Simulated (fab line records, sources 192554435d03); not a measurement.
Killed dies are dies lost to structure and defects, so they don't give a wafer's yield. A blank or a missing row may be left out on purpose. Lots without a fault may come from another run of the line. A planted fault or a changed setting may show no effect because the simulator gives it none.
Which tool did it? | flow n5_finfet | 9 lots, 26 wafers sampled, at 5 steps of a route of 1938

WHAT THE GAUGES READ, wafer by wafer
N5_FIN_CUT_INSPECT_17: inspects for defects (brightfield). Usual: raw_defect_count 234, standard deviation 70.
lot  | measured    | on                | raw_defect_count | flag
L205 | day 2 14:22 | defect_inspect-01 | 291 223 301      |
L209 | day 3 09:57 | defect_inspect-01 | 169 247 288      |
L210 | day 3 15:37 | defect_inspect-02 | 173 182 230      |
L211 | day 3 23:03 | defect_inspect-01 | 177 257 385      |
L213 | day 4 10:09 | defect_inspect-02 | 351 278 212      |
L214 | day 4 15:58 | defect_inspect-01 | 197 192 291      |
L218 | day 5 16:41 | defect_inspect-02 | 301 172 114      |
L221 | day 6 09:37 | defect_inspect-02 | 177 144 143      |
L222 | day 6 16:31 | defect_inspect-01 | 254 252          |

N5_BEOL_M4_RC_MEAS_101. Usual: DIBL_N 36.3 mV/V, standard deviation 1.9; DIBL_P 36.0 mV/V, standard deviation 2.1; IOFF_N 0.16 nA/um, standard deviation 0.031; IOFF_P 0.21 nA/um, standard deviation 0.035; ION_N 675 uA/um, standard deviation 14; ION_P 464 uA/um, standard deviation 8.5; SS_N 71.5 mV/dec, standard deviation 0.6; SS_P 73.3 mV/dec, standard deviation 0.72; VT_N 250 mV, standard deviation 3.2; VT_P -250 mV, standard deviation 3.1.
lot  | measured     | on        | DIBL_N (mV/V)  | DIBL_P (mV/V)  | IOFF_N (nA/um) | IOFF_P (nA/um) | ION_N (uA/um) | ION_P (uA/um) | SS_N (mV/dec)  | SS_P (mV/dec)  | VT_N (mV)   | VT_P (mV)      | flag
L205 | day 8 05:31  | prober-02 | 33.9 36.2 35.7 | 34.2 36.9 35.3 | 0.12 0.16 0.14 | 0.18 0.23 0.21 | 658 668 656   | 458 462 454   | 71.0 71.5 70.8 | 72.4 73.3 72.4 | 252 250 252 | -251 -248 -249 |
L209 | day 9 00:40  | prober-01 | 34.9 33.6 33.5 | 35.4 34.7 34.3 | 0.14 0.13 0.14 | 0.21 0.20 0.21 | 667 671 681   | 468 470 480   | 71.2 71.3 71.0 | 72.8 72.7 72.3 | 249 250 249 | -248 -248 -247 |
L210 | day 9 06:25  | prober-02 | 39.9 38.3 37.1 | 40.2 37.8 35.9 | 0.22 0.18 0.17 | 0.26 0.23 0.21 | 692 689 701   | 471 473 477   | 72.2 71.7 71.5 | 75.1 73.6 74.6 | 247 247 246 | -246 -246 -248 |
L211 | day 9 15:16  | prober-02 | 39.5 39.9 36.4 | 38.3 38.0 35.1 | 0.19 0.22 0.16 | 0.27 0.27 0.22 | 675 672 677   | 465 460 470   | 72.0 72.6 70.3 | 73.3 73.2 72.6 | 249 247 251 | -247 -244 -247 |
L213 | day 9 16:55  | prober-01 | 37.2 33.7 30.6 | 39.2 35.7 31.6 | 0.19 0.13 0.09 | 0.23 0.18 0.13 | 662 667 638   | 451 454 441   | 72.9 70.8 70.6 | 73.5 72.9 72.3 | 250 252 256 | -249 -255 -255 |
L214 | day 9 22:16  | prober-01 | 35.1 34.2 34.3 | 35.4 34.7 32.9 | 0.14 0.13 0.11 | 0.20 0.19 0.15 | 681 668 656   | 474 459 449   | 71.3 71.3 71.3 | 72.9 73.1 72.6 | 250 254 259 | -250 -251 -254 |
L218 | day 12 21:15 | prober-01 | 37.7 36.4 37.2 | 35.8 34.5 34.4 | 0.17 0.15 0.16 | 0.22 0.19 0.19 | 691 675 676   | 473 462 460   | 72.6 72.1 72.3 | 73.5 72.9 72.9 | 248 250 251 | -246 -251 -251 |
L221 | day 14 01:24 | prober-01 | 38.9 36.9 37.8 | 37.9 34.5 36.4 | 0.18 0.15 0.15 | 0.24 0.19 0.22 | 673 673 648   | 462 456 451   | 71.4 71.2 72.2 | 74.0 73.6 74.2 | 248 249 253 | -249 -252 -252 |
L222 | day 13 20:01 | prober-02 | 39.9 40.5      | 38.6 39.5      | 0.21 0.24      | 0.25 0.27      | 683 715       | 462 481       | 72.6 72.2      | 74.0 74.0      | 245 244     | -247 -245      |

WHICH TOOL RAN EACH LOT (tool, then ch and the chambers of the sampled wafers, then the start)
lot  | N5_FIN_CUT_CUT_ETCH_27            | N5_STI_FIN_REVEAL_CMP_04     | N5_STI_FIN_REVEAL_ETCHBACK_08
L205 | rie_diel-01 ch 1,3, day 2 13:53   | cmp-04 ch 0,2, day 2 19:34   | rie_diel-03 ch 0,1,2, day 2 20:07
L209 | rie_diel-06 ch 0,3, day 3 09:31   | cmp-02 ch 0,2,3, day 3 15:19 | rie_diel-02 ch 0,2, day 3 15:52
L210 | rie_diel-05 ch 0,1,3, day 3 15:11 | cmp-02 ch 0,1,2, day 3 20:44 | rie_diel-04 ch 1,2,3, day 3 21:16
L211 | rie_diel-06 ch 0,1,3, day 3 22:29 | cmp-01 ch 0,1, day 4 04:14   | rie_diel-03 ch 0,1,2, day 4 04:48
L213 | rie_diel-01 ch 0,2,3, day 4 09:43 | cmp-01 ch 0,1,2, day 4 15:19 | rie_diel-03 ch 1,2,3, day 4 15:51
L214 | rie_diel-01 ch 1,2,3, day 4 15:32 | cmp-01 ch 1,2,3, day 4 22:37 | rie_diel-04 ch 1,2, day 4 23:15
L218 | rie_diel-05 ch 0,2, day 5 16:16   | cmp-02 ch 0,1,2, day 5 21:53 | rie_diel-04 ch 0,3, day 5 22:26
L221 | rie_diel-05 ch 0,1,3, day 6 09:11 | cmp-02 ch 0,1,2, day 6 15:29 | rie_diel-03 ch 0,2,3, day 6 16:04
L222 | rie_diel-05 ch 1,3, day 6 15:58   | cmp-02 ch 0,3, day 6 21:38   | rie_diel-02 ch 2,3, day 6 22:12
- N5_FIN_CUT_CUT_ETCH_27: etches SiO2 in CHF3/O2, target depth 4 nm, overetch 2 nm, time 4.9 s.
- N5_STI_FIN_REVEAL_CMP_04: polishes, stops on Si3N4, t overpolish 4 s, target thk 131.83 nm.
- N5_STI_FIN_REVEAL_ETCHBACK_08: etches SiO2 in C4F6/O2, target depth 30.5 nm, time 10.167 s.

WHAT THE TOOLS THEMSELVES READ (means of the sampled wafers that have a number; where no wafer has one, the mark that the record gives instead)
N5_FIN_CUT_CUT_ETCH_27. Usual: O2_flow_sccm 4.999 sccm, standard deviation 0.015; drypump_motor_current_A 5.8 A, standard deviation 0.72; oes_product_au 0.60 a.u., standard deviation 0.052; rf_vpp_V 524 V, standard deviation 9.9; showerhead_plenum_p_Torr 2.42 Torr, standard deviation 0.078; throttle_valve_pct 18.94 %, standard deviation 0.2.
lot  | tool        | O2_flow_sccm (sccm) | drypump_motor_current_A (A) | oes_product_au (a.u.) | rf_vpp_V (V) | showerhead_plenum_p_Torr (Torr) | throttle_valve_pct (%) | flag
L205 | rie_diel-01 | 4.984               | 4.9                         | 0.58                  | 529          | 2.43                            | 18.99                  |
L209 | rie_diel-06 | 4.993               | 6.1                         | 0.66                  | 518          | 2.50                            | 18.62                  |
L210 | rie_diel-05 | 5.005               | 6.1                         | 0.57                  | 518          | 2.31                            | 19.10                  |
L211 | rie_diel-06 | 4.997               | 5.7                         | 0.62                  | 521          | 2.45                            | 18.75                  |
L213 | rie_diel-01 | 5.005               | 5.1                         | 0.62                  | 539          | 2.44                            | 19.04                  |
L214 | rie_diel-01 | 4.993               | 5.2                         | 0.59                  | 533          | 2.44                            | 18.98                  |
L218 | rie_diel-05 | 4.994               | 5.8                         | 0.57                  | 526          | 2.44                            | 19.02                  |
L221 | rie_diel-05 | 5.010               | 6.1                         | 0.65                  | 519          | 2.40                            | 19.01                  |
L222 | rie_diel-05 | 5.017               | 5.8                         | 0.68                  | 514          | 2.44                            | 18.88                  |

N5_STI_FIN_REVEAL_CMP_04. Usual: motor_current_A 8.0 A, standard deviation 1; overpolish_run_s 4.001 s, standard deviation 0.0093; pad_life_wafers 1236, standard deviation 470; time_to_endpoint_s 105 s, standard deviation 5.1.
lot  | tool   | motor_current_A (A) | overpolish_run_s (s) | pad_life_wafers | time_to_endpoint_s (s) | flag
L205 | cmp-04 | 8.7                 | 4.009                | 710             | 111                    |
L209 | cmp-02 | 8.0                 | 4.000                | 590             | 101                    |
L210 | cmp-02 | 7.3                 | 4.008                | 637             | 104                    |
L211 | cmp-01 | 8.3                 | 4.001                | 1490            | 100                    |
L213 | cmp-01 | 9.0                 | 4.001                | 1573            | 103                    |
L214 | cmp-01 | 8.4                 | 4.004                | 1640            | 98                     |
L218 | cmp-02 | 7.4                 | 4.003                | 1040            | 107                    |
L221 | cmp-02 | 7.2                 | 4.004                | 1171            | 147                    | OFF
L222 | cmp-02 | 7.7                 | 3.995                | 1212            | 164                    | OFF

N5_STI_FIN_REVEAL_ETCHBACK_08. Usual: O2_flow_sccm 10.001 sccm, standard deviation 0.028; drypump_motor_current_A 6.0 A, standard deviation 0.4; oes_product_au 0.81 a.u., standard deviation 0.096; rf_vpp_V 672 V, standard deviation 13; showerhead_plenum_p_Torr 2.84 Torr, standard deviation 0.12; throttle_valve_pct 21.19 %, standard deviation 0.21.
lot  | tool        | O2_flow_sccm (sccm) | drypump_motor_current_A (A) | oes_product_au (a.u.) | rf_vpp_V (V) | showerhead_plenum_p_Torr (Torr) | throttle_valve_pct (%) | flag
L205 | rie_diel-03 | 10.016              | 5.5                         | 0.81                  | 666          | 2.84                            | 21.27                  |
L209 | rie_diel-02 | 10.007              | 6.1                         | 0.82                  | 684          | 2.93                            | 21.17                  |
L210 | rie_diel-04 | 9.986               | 5.9                         | 0.89                  | 662          | 2.82                            | 21.21                  |
L211 | rie_diel-03 | 9.995               | 5.6                         | 0.79                  | 666          | 2.83                            | 21.29                  |
L213 | rie_diel-03 | 10.001              | 5.5                         | 0.86                  | 681          | 2.93                            | 21.12                  |
L214 | rie_diel-04 | 10.034              | 6.3                         | 0.79                  | 668          | 2.78                            | 21.47                  |
L218 | rie_diel-04 | 9.976               | 6.0                         | 0.95                  | 668          | 2.79                            | 20.80                  |
L221 | rie_diel-03 | 9.999               | 5.4                         | 0.76                  | 676          | 2.85                            | 21.07                  |
L222 | rie_diel-02 | 10.017              | 6.2                         | 0.86                  | 674          | 2.96                            | 21.15                  |

THE ANSWER, worked out from the rows above alone
Rule: a lot is off if the mean of its wafers that have a number lies more than 3 standard deviations from the usual mean. A lot without any number at a reading at which 4 lots or more have one is off too. The other lots that the step has rows for count as sound. The gauges are gone through in route order, then the tools' own readings, and for those a lot's mean is taken as printed above. The first step at which some lot is off is used, and at that step the reading that is off furthest; a lot without a number counts as furthest.
Off: L221, L222, at N5_STI_FIN_REVEAL_CMP_04 (time_to_endpoint_s).
A tool fits if, at that step or a process step before it, it ran every lot that is off, and no sound lot after the first of them. Can't be told from this: 2 tools fit, rie_diel-05 at N5_FIN_CUT_CUT_ETCH_27, cmp-02 at N5_STI_FIN_REVEAL_CMP_04.

WHAT THE SIMULATOR HAD PUT IN
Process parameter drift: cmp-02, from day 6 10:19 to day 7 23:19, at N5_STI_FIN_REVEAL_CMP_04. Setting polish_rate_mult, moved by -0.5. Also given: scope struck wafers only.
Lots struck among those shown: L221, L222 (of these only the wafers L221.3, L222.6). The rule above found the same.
